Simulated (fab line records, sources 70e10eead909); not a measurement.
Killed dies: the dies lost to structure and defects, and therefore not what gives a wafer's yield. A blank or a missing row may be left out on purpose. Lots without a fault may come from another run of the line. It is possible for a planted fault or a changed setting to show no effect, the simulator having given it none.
fab line records ; flow nand_harc
record lots=6; wafers=18; last_day=32
route steps=1302 shown A_SLIT@945 A_SIN_REMOVE@947 A_WL_FILL@952 END@1302
lots that met no fault: taken from a fault-free run of the same line
start_h: the number of hours between the record's first day and the start of the first shown wafer of the lot ; wait_h: time in hours since the lot's previous step ; " the same as in the row above ; L1.1+2: a row that stands for several wafers ; - no value, or no start was given ; * or withheld: withheld ; < > ~ a bound
route shown NAME@n: names a module that has steps shown in the file, with the first one's number in the route ; usual: mean and standard deviation over wafers with no fault ; same: alike in all rows ; chamber/n: place in a boat ; sites: each site's reading ; _std_site: how widely they spread, as a standard deviation ; _edge_site: outer sites' mean less inner sites' ; radius_mm: for every site, how far away it sits from the centre of the wafer ; mask NAME#n: copy n ; behind: the tool/chamber that last shaped the wafer ; hold: cause of the lot's hold/its duration in hours/its outcome ; device: which transistor (n, p or np) failed to switch ; end of line: tests run on the same wafers once the route is complete ; a step with no rows: only its recipe ; killed: dies that structure and defects cost at the first sort, which is not the same as the wafer's yield ; map: dies across one wafer; x = killed, . = not, _ = none there
set.NAME: the setting that was run; set.NAME@STEP: the one run at that earlier step ; model.NAME: the simulator's own value behind a step, which no gauge read
a table for each step, a row for each wafer; lots at some steps of the route
services: a tool's chamber out of use, with start hour (start_h, from the record's first day; less than 0 if before it), hours out, and reason
## steps
# step NHARC_A_SLIT_SRD_20
# step NHARC_A_SLIT_CD_MEAS_21
# usual cd_nm=289.6/0.84
lot.wafer;tool;chamber;start_h;wait_h;cd_nm
L934.3;cd_sem-02;-;480.10;-;289.1
L934.4;cd_sem-02;-;480.10;-;289.5
L934.6;cd_sem-02;-;480.10;-;289.1
L939.3;cd_sem-02;-;527.94;-;290.0
L939.4;cd_sem-02;-;527.94;-;290.4
L939.6;cd_sem-02;-;527.94;-;290.2
L940.3;cd_sem-01;-;546.85;-;288.0
L940.5;cd_sem-01;-;546.85;-;288.8
L940.6;cd_sem-01;-;546.85;-;289.0
L948.1;cd_sem-02;-;597.05;-;290.3
L948.2;cd_sem-02;-;597.05;-;290.0
L948.4;cd_sem-02;-;597.05;-;290.0
L952.2;cd_sem-01;-;647.17;-;288.6
L952.3;cd_sem-01;-;647.17;-;290.9
L952.5;cd_sem-01;-;647.17;-;288.3
L953.2;cd_sem-02;-;668.20;-;288.2
L953.5;cd_sem-02;-;668.20;-;288.5
L953.6;cd_sem-02;-;668.20;-;290.9
# step NHARC_A_SIN_REMOVE_WET_00
# recipe temp_c=160; time_s=15300; chemistry=H3PO4
# step NHARC_A_SIN_REMOVE_PRECLEAN_01
# recipe time_s=*; temp_c=50; bath_age_min=0; chemistry=SC1
# step NHARC_A_SIN_REMOVE_SRD_02
# step NHARC_A_SIN_REMOVE_INSPECT_04
# usual raw_defect_count=376/78
lot.wafer;tool;chamber;start_h;wait_h;raw_defect_count
L934.3;defect_inspect-01;-;486.67;0.0;416
L934.4;defect_inspect-01;-;486.67;0.0;459
L934.6;defect_inspect-01;-;486.67;0.0;420
L939.3;defect_inspect-02;-;534.57;0.0;412
L939.4;defect_inspect-02;-;534.57;0.0;340
L939.6;defect_inspect-02;-;534.57;0.0;409
L940.3;defect_inspect-01;-;553.48;0.0;336
L940.5;defect_inspect-01;-;553.48;0.0;421
L940.6;defect_inspect-01;-;553.48;0.0;412
L948.1;defect_inspect-01;-;606.08;0.0;521
L948.2;defect_inspect-01;-;606.08;0.0;351
L948.4;defect_inspect-01;-;606.08;0.0;480
L952.2;defect_inspect-02;-;653.20;0.0;567
L952.3;defect_inspect-02;-;653.20;0.0;480
L952.5;defect_inspect-02;-;653.20;0.0;484
L953.2;defect_inspect-02;-;674.77;0.0;335
L953.5;defect_inspect-02;-;674.77;0.0;376
L953.6;defect_inspect-02;-;674.77;0.0;345
# step NHARC_A_WL_FILL_ALD_00
# recipe target_thk_a=30; pulse_time_s=3; ald_cycles=30; temp_c=300; material=Al2O3
# usual heater_power_w=474/58; precursor_pulse_height_rel=0.999/0.02
lot.wafer;tool;chamber;start_h;wait_h;heater_power_w;precursor_pulse_height_rel
L934.4;ald_hk-02;3;486.73;0.1;531;0.958
L934.3;ald_hk-02;1;486.73;0.1;491;0.972
L934.6;ald_hk-02;3;486.73;0.1;548;1.000
L939.4;ald_hk-04;0;535.02;0.4;458;0.993
L939.3;ald_hk-04;1;535.02;0.4;488;0.997
L939.6;ald_hk-04;2;535.02;0.4;458;0.991
L940.3;ald_hk-03;3;553.57;0.1;622;0.976
L940.5;ald_hk-03;2;553.57;0.1;485;0.990
L940.6;ald_hk-03;3;553.57;0.1;617;0.997
L948.2;ald_hk-04;2;606.18;0.1;461;0.965
L948.1;ald_hk-04;3;606.18;0.1;485;0.992
L948.4;ald_hk-04;0;606.18;0.1;463;1.010
L952.3;ald_hk-02;0;653.47;0.3;356;1.004
L952.2;ald_hk-02;1;653.47;0.3;467;1.015
L952.5;ald_hk-02;2;653.47;0.3;418;1.029
L953.2;ald_hk-04;3;674.83;0.1;475;0.980
L953.5;ald_hk-04;3;674.83;0.1;475;0.999
L953.6;ald_hk-04;0;674.83;0.1;457;1.033
# step NHARC_A_WL_FILL_RTA_01
# recipe temp_c=1000; time_s=5
# usual anneal_temp_c_max=1003.9/0.68; lamp_power_pct=31.7/1; wafer_temp_C_max=1004.2/0.91
lot.wafer;tool;chamber;start_h;wait_h;anneal_temp_c_max;lamp_power_pct;wafer_temp_C_max
L934.3;rtp_anneal-01;0;487.06;-;1003.3;32.6;1005.4
L934.4;rtp_anneal-01;0;487.06;-;1003.5;32.5;1003.8
L934.6;rtp_anneal-01;0;487.06;-;1005.1;32.5;1004.2
L939.3;rtp_anneal-02;0;535.40;0.3;1004.7;30.6;1003.5
L939.4;rtp_anneal-02;0;535.40;0.3;1004.0;30.5;1003.4
L939.6;rtp_anneal-02;0;535.40;0.3;1003.5;30.5;1004.9
L940.3;rtp_anneal-02;0;553.86;-;1003.9;30.5;1002.5
L940.5;rtp_anneal-02;0;553.86;-;1004.2;30.5;1003.5
L940.6;rtp_anneal-02;0;553.86;-;1003.6;30.5;1004.2
L948.1;rtp_anneal-01;0;606.42;-;1004.5;32.5;1004.6
L948.2;rtp_anneal-01;0;606.42;-;1004.9;32.5;1004.9
L948.4;rtp_anneal-01;0;606.42;-;1003.5;32.5;1003.7
L952.2;rtp_anneal-02;0;653.71;-;1003.5;30.5;1005.0
L952.3;rtp_anneal-02;0;653.71;-;1003.5;30.5;1002.9
L952.5;rtp_anneal-02;0;653.71;-;1005.1;30.5;1002.5
L953.2;rtp_anneal-01;0;675.14;-;1004.4;32.6;1005.2
L953.5;rtp_anneal-01;0;675.14;-;1003.3;32.6;1005.2
L953.6;rtp_anneal-01;0;675.14;-;1004.0;32.6;1005.6
# step NHARC_A_WL_FILL_ALD_02
# recipe target_thk_a=20; pulse_time_s=3; ald_cycles=100; temp_c=450; material=TiN
# usual heater_power_w=1069/93; precursor_pulse_height_rel=1.000/0.021
lot.wafer;tool;chamber;start_h;wait_h;heater_power_w;precursor_pulse_height_rel
L934.4;ald_metal-03;0;487.22;0.1;1122;0.996
L934.3;ald_metal-03;1;487.22;0.1;1006;1.018
L934.6;ald_metal-03;0;487.22;0.1;1110;0.992
L939.3;ald_metal-04;2;535.60;0.2;912;1.042
L939.4;ald_metal-04;3;535.60;0.2;1158;0.979
L939.6;ald_metal-04;2;535.60;0.2;894;0.990
L940.3;ald_metal-04;1;554.06;0.2;915;1.006
L940.6;ald_metal-04;1;554.06;0.2;904;1.008
L940.5;ald_metal-04;3;554.06;0.2;1190;0.991
L948.1;ald_metal-04;3;606.68;0.2;1164;0.977
L948.2;ald_metal-04;0;606.68;0.2;1082;0.987
L948.4;ald_metal-04;0;606.68;0.2;1050;0.997
L952.3;ald_metal-03;2;653.89;0.1;1228;0.969
L952.2;ald_metal-03;0;653.89;0.1;1129;0.994
L952.5;ald_metal-03;2;653.89;0.1;1308;1.013
L953.2;ald_metal-03;1;675.40;0.2;970;1.017
L953.5;ald_metal-03;3;675.40;0.2;1019;1.013
L953.6;ald_metal-03;0;675.40;0.2;1165;0.985
# step NHARC_A_WL_FILL_CVD_03
# recipe target_thk_a=400; temp_c=300; pressure_torr=40; wf6_flow_sccm=40; h2_flow_sccm=1600; ar_flow_sccm=1560; time_s=279; material=W
# usual chamber_pressure_Torr=40.01/0.082; heater_power_w=499/70; throttle_valve_pct=8.0/0.35
lot.wafer;tool;chamber;start_h;wait_h;chamber_pressure_Torr;heater_power_w;throttle_valve_pct
L934.3;cvd_w-02;0;487.76;0.2;39.98;404;7.7
L934.4;cvd_w-02;1;487.76;0.2;39.95;443;8.5
L934.6;cvd_w-02;0;487.76;0.2;40.06;410;7.8
L939.4;cvd_w-02;0;536.10;0.2;40.11;408;7.9
L939.3;cvd_w-02;1;536.10;0.2;40.07;446;8.3
L939.6;cvd_w-02;1;536.10;0.2;39.89;461;8.5
L940.3;cvd_w-02;0;554.68;0.2;40.12;408;7.9
L940.5;cvd_w-02;1;554.68;0.2;40.04;465;8.6
L940.6;cvd_w-02;0;554.68;0.2;40.07;416;7.8
L948.1;cvd_w-01;0;607.14;0.1;40.11;548;7.7
L948.2;cvd_w-01;1;607.14;0.1;40.01;591;7.7
L948.4;cvd_w-01;0;607.14;0.1;40.02;542;7.9
L952.2;cvd_w-02;1;654.38;0.1;40.04;457;8.6
L952.3;cvd_w-02;0;654.38;0.1;40.04;404;8.1
L952.5;cvd_w-02;1;654.38;0.1;39.96;459;8.3
L953.2;cvd_w-01;0;675.86;0.2;39.95;542;8.2
L953.5;cvd_w-01;0;675.86;0.2;40.11;550;7.9
L953.6;cvd_w-01;0;675.86;0.2;39.97;545;8.2
# step NHARC_A_WL_FILL_ETCHBACK_04
# recipe target_depth_a=600; time_s=120; chemistry=NF3
# usual chamber_pressure_mTorr=300.05/0.28; drypump_motor_current_A=5.4/0.32; oes_product_au=1.003/0.0091
lot.wafer;tool;chamber;start_h;wait_h;chamber_pressure_mTorr;drypump_motor_current_A;oes_product_au;rf_hours_counter_h
L934.4;rie_metal-01;1;488.09;0.2;299.73;5.1;0.998;-
L934.3;rie_metal-01;0;488.09;0.2;299.25;5.4;1.017;-
L934.6;rie_metal-01;0;488.09;0.2;300.28;5.4;1.013;-
L939.4;rie_metal-01;0;536.43;0.3;299.61;5.4;0.837;-
L939.3;rie_metal-01;1;536.43;0.3;299.46;5.1;0.836;-
L939.6;rie_metal-01;0;536.43;0.3;299.97;5.4;0.840;-
L940.3;rie_metal-01;0;554.96;0.2;299.99;5.4;0.837;-
L940.5;rie_metal-01;0;554.96;0.2;300.23;5.4;0.824;-
L940.6;rie_metal-01;1;554.96;0.2;299.98;5.1;0.824;-
L948.2;rie_metal-02;1;607.51;0.3;300.12;5.9;0.998;3.3
L948.1;rie_metal-02;0;607.51;0.3;300.16;5.5;0.995;2.0
L948.4;rie_metal-02;0;607.51;0.3;300.18;5.5;0.989;-
L952.2;rie_metal-03;0;654.73;0.3;299.48;4.9;1.018;1.6
L952.3;rie_metal-03;0;654.73;0.3;299.72;4.9;1.008;-
L952.5;rie_metal-03;1;654.73;0.3;300.01;5.4;0.989;-
L953.2;rie_metal-02;1;676.47;0.5;300.35;5.9;0.991;0.8
L953.6;rie_metal-02;0;676.47;0.5;300.20;5.5;1.008;-
L953.5;rie_metal-02;1;676.47;0.5;300.11;5.9;0.997;-
# step NHARC_A_WL_FILL_ETCHBACK_05
# recipe target_depth_a=220; time_s=60; temp_c=40; chemistry=Cl2/BCl3
# usual chamber_pressure_mTorr=10.000/0.0089; drypump_motor_current_A=5.4/0.32; oes_product_au=1.003/0.0085
lot.wafer;tool;chamber;start_h;wait_h;chamber_pressure_mTorr;drypump_motor_current_A;oes_product_au;rf_hours_counter_h
L934.4;rie_metal-01;0;488.29;0.2;9.996;5.4;1.009;-
L934.3;rie_metal-01;1;488.29;0.2;10.003;5.1;0.999;-
L934.6;rie_metal-01;0;488.29;0.2;9.991;5.4;1.011;-
L939.3;rie_metal-01;0;536.63;0.1;9.987;5.4;1.012;-
L939.4;rie_metal-01;1;536.63;0.1;10.008;5.1;1.002;-
L939.6;rie_metal-01;1;536.63;0.1;10.005;5.1;1.021;-
L940.3;rie_metal-01;0;555.16;0.2;10.005;5.4;1.003;-
L940.5;rie_metal-01;0;555.16;0.2;10.011;5.4;0.992;-
L940.6;rie_metal-01;1;555.16;0.2;9.993;5.1;1.003;-
L948.2;rie_metal-02;1;607.75;0.2;10.013;5.9;1.000;3.5
L948.1;rie_metal-02;0;607.75;0.2;10.007;5.5;1.002;2.1
L948.4;rie_metal-02;1;607.75;0.2;9.992;5.9;1.001;-
L952.2;rie_metal-03;0;654.94;0.2;10.000;4.9;1.015;1.8
L952.3;rie_metal-03;1;654.94;0.2;9.995;5.4;0.998;-
L952.5;rie_metal-03;1;654.94;0.2;10.009;5.4;0.992;-
L953.2;rie_metal-02;1;676.68;0.2;10.009;5.9;0.993;0.9
L953.6;rie_metal-02;0;676.68;0.2;10.001;5.5;1.014;-
L953.5;rie_metal-02;1;676.68;0.2;10.001;5.9;0.998;-
# step NHARC_END_SORT_01
# recipe temp_c=25
# usual killed_at_array=53/18; killed_at_other=0.8/1.1; killed_at_periphery=4.1/2.7; killed_dies=58/18; killed_open=3.1/1.7; killed_short=2.7/1.7
# same gross_dies=677
lot.wafer;tool;chamber;start_h;wait_h;killed_at_array;killed_at_other;killed_at_periphery;killed_dies;killed_open;killed_short
L934.3;prober-01;0;601.66;3.1;42;0;10;52;4;7
L934.4;prober-01;0;602.45;3.4;63;4;5;72;6;4
L934.6;prober-01;0;604.05;4.0;48;1;5;54;1;2
L939.3;prober-01;0;631.96;3.1;51;1;1;53;6;1
L939.4;prober-01;0;632.75;3.4;33;2;3;38;4;3
L939.6;prober-01;0;634.34;4.0;47;0;7;54;6;3
L940.3;prober-02;0;653.22;3.1;25;1;9;35;7;3
L940.5;prober-02;0;654.82;3.7;28;0;7;35;2;2
L940.6;prober-02;0;655.63;4.0;24;2;3;29;3;3
L948.1;prober-01;0;698.11;2.5;95;0;4;99;4;2
L948.2;prober-01;0;698.90;2.8;55;0;3;58;2;0
L948.4;prober-01;0;700.49;3.4;52;0;2;54;1;2
L953.2;prober-01;0;771.59;2.8;54;0;6;60;4;1
L953.5;prober-01;0;774.00;3.7;65;1;3;69;4;5
L953.6;prober-01;0;774.81;4.0;58;0;2;60;5;3
# killed by level:class
L934.3 A_SLIT:chamber_film_flake=16 A_CHANNEL_HOLE_D2:chamber_film_flake=12 P_GATE:chamber_film_flake=9 A_ONON_D2:geometric_particle:open=2 A_M0:geometric_particle:short=2 A_STAIRCASE:chamber_film_flake=2 P_M0:geometric_particle:short=1 A_ONON_D1:geometric_particle:short=1
L934.4 A_CHANNEL_HOLE_D2:chamber_film_flake=35 A_SLIT:chamber_film_flake=17 A_CHANNEL_HOLE_D1:chamber_film_flake=4 P_GATE:chamber_film_flake=3 THIN_TSV:chamber_film_flake=3 P_GATE:geometric_particle:open=1 P_M0:geometric_particle:open=1 A_ONON_D1:geometric_particle:short=1
L934.6 A_SLIT:chamber_film_flake=26 A_CHANNEL_HOLE_D2:chamber_film_flake=14 P_GATE:chamber_film_flake=4 A_STAIRCASE:chamber_film_flake=2 A_ONON_D1:geometric_particle:short=1 A_ONON_D2:geometric_particle:open=1 A_M0:geometric_particle:short=1 P_ZERO_WELL:chamber_film_flake=1
L939.3 A_SLIT:chamber_film_flake=25 A_CHANNEL_HOLE_D2:chamber_film_flake=10 A_M1:chamber_film_flake=5 A_CHANNEL_FILL_D1:chamber_film_flake=4 A_CHANNEL_FILL_D1:geometric_particle:open=2 A_ONON_D2:geometric_particle:open=2 P_M0:geometric_particle:open=1 A_CHANNEL_HOLE_D1:geometric_particle:short=1
L939.4 A_SLIT:chamber_film_flake=15 A_CHANNEL_HOLE_D2:chamber_film_flake=6 A_M1:chamber_film_flake=3 A_STAIRCASE:chamber_film_flake=2 P_M0:geometric_particle:short=1 A_SOURCE_PLATE:geometric_particle:open=1 A_ONON_D1:geometric_particle:open=1 A_CHANNEL_FILL_D1:geometric_particle:open=1
L939.6 A_SLIT:chamber_film_flake=20 A_CHANNEL_HOLE_D2:chamber_film_flake=12 A_CHANNEL_FILL_D1:chamber_film_flake=4 A_M1:chamber_film_flake=4 P_STI:geometric_particle:short=1 P_CONTACT:geometric_particle:short=1 P_M0:geometric_particle:open=1 P_M2:geometric_particle:open=1
L940.3 A_CHANNEL_HOLE_D2:chamber_film_flake=11 P_ZERO_WELL:chamber_film_flake=4 A_CHANNEL_HOLE_D1:chamber_film_flake=4 P_GATE:chamber_film_flake=3 A_DECK1_JOINT:geometric_particle:short=2 P_STI:geometric_particle:open=1 P_M0:geometric_particle:open=1 A_ONON_D1:geometric_particle:open=1
L940.5 A_CHANNEL_HOLE_D2:chamber_film_flake=15 A_CHANNEL_HOLE_D1:chamber_film_flake=6 P_ZERO_WELL:chamber_film_flake=4 P_M0:geometric_particle:open=1 A_ONON_D1:geometric_particle:open=1 A_CHANNEL_FILL_D2:geometric_particle:short=1 A_BLC:geometric_particle:short=1 P_GATE:chamber_film_flake=1
L940.6 A_CHANNEL_HOLE_D2:chamber_film_flake=12 A_CHANNEL_HOLE_D1:chamber_film_flake=4 A_CONTACT:geometric_particle:open=2 P_GATE:chamber_film_flake=2 HYBRID_BOND:chamber_film_flake=2 A_DECK1_JOINT:geometric_particle:short=1 A_ONON_D2:geometric_particle:short=1 A_SGD_CUT:geometric_particle:open=1
L948.1 A_SLIT:chamber_film_flake=42 A_CHANNEL_HOLE_D1:chamber_film_flake=34 A_CONTACT:chamber_film_flake=9 P_STI:chamber_film_flake=2 A_STAIRCASE:chamber_film_flake=2 A_ONON_D1:geometric_particle:open=1 A_CHANNEL_HOLE_D1:geometric_particle:short=1 A_DECK1_JOINT:geometric_particle:open=1
L948.2 A_SLIT:chamber_film_flake=23 A_CHANNEL_HOLE_D1:chamber_film_flake=17 A_CONTACT:chamber_film_flake=7 P_ZERO_WELL:chamber_film_flake=3 A_BLC:chamber_film_flake=2 A_SOURCE_PLATE:geometric_particle:open=1 A_ONON_D1:geometric_particle:open=1 A_ZERO_WELL:chamber_film_flake=1
L948.4 A_SLIT:chamber_film_flake=15 A_CHANNEL_HOLE_D1:chamber_film_flake=13 A_CONTACT:chamber_film_flake=9 A_STAIRCASE:chamber_film_flake=6 A_BLC:chamber_film_flake=4 P_ZERO_WELL:chamber_film_flake=2 A_ONON_D1:geometric_particle:open=1 A_ONON_D2:geometric_particle:short=1
L953.2 A_CHANNEL_HOLE_D2:chamber_film_flake=22 A_CHANNEL_HOLE_D1:chamber_film_flake=9 A_SLIT:chamber_film_flake=9 A_CONTACT:chamber_film_flake=6 A_WL_FILL:chamber_film_flake=3 P_ZERO_WELL:chamber_film_flake=2 P_M2:chamber_film_flake=2 P_STI:geometric_particle:open=1
L953.5 A_CHANNEL_HOLE_D2:chamber_film_flake=32 A_CHANNEL_HOLE_D1:chamber_film_flake=14 A_CONTACT:chamber_film_flake=4 A_SLIT:chamber_film_flake=4 A_STAIRCASE:chamber_film_flake=3 A_ONON_D1:geometric_particle:short=2 A_CHANNEL_FILL_D1:geometric_particle:short=2 P_GATE:geometric_particle:open=1
L953.6 A_CHANNEL_HOLE_D1:chamber_film_flake=20 A_CHANNEL_HOLE_D2:chamber_film_flake=20 A_SLIT:chamber_film_flake=5 A_CONTACT:chamber_film_flake=4 A_CHANNEL_FILL_D1:geometric_particle:short=2 A_WL_FILL:chamber_film_flake=2 P_STI:geometric_particle:open=1 P_GATE:geometric_particle:short=1
## services
tool;chamber;start_h;hours;kind
ald_metal-04;-;474.00;10.0;pm
rie_metal-01;1;474.78;7.5;repair
rie_metal-02;-;482.43;0.5;repair
ald_metal-04;1;497.66;3.0;repair
rie_metal-03;-;519.00;9.0;pm
ald_hk-02;-;526.53;10.0;pm
rie_metal-01;0;542.15;1.5;repair
cvd_w-01;-;547.00;13.0;pm
ald_metal-04;2;552.29;30.5;repair
ald_metal-03;-;568.00;10.0;pm
rie_metal-01;-;575.00;9.0;pm
rie_metal-01;0;575.00;9.0;vent_cycle
rie_metal-01;1;575.00;9.0;vent_cycle
rie_metal-02;0;580.88;15.2;repair
rie_metal-01;0;584.00;-;clean
rie_metal-01;1;584.00;-;clean
ald_metal-04;1;590.77;40.5;repair
cvd_w-01;-;592.32;0.8;repair
ald_hk-04;-;612.58;10.0;pm
ald_metal-03;1;619.44;10.2;repair
cvd_w-02;-;631.00;13.0;pm
rie_metal-02;-;631.00;9.0;pm
ald_metal-04;-;652.00;10.0;pm
cvd_w-01;1;663.48;16.5;repair
## key
first_sign step=NHARC_A_WL_FILL_ETCHBACK_04; reading=oes_product_au; direction=down; sigmas=19; usual=1.003; struck=0.833
effect none on later readings
met_at NHARC_A_WL_FILL_ETCHBACK_04
struck_wafers L939.3,L939.4,L939.6,L940.3,L940.5,L940.6
tester_left_out L939,L940
onset_between 488.09 536.43
fault kind=process_parameter_drift; tool=rie_metal-01; chamber=-; onset_h=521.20; steps=NHARC_A_WL_FILL_ETCHBACK_04; channel=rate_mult; offset=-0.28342; shape=step; end_h=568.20
# tester_left_out: of these lots the tester's yield and bins aren't shown, on N5 and GAA mostly nor the transistor test; their killed dies are dies lost to structure and defects alone, not to doping, threshold or leakage, so they don't give the yield
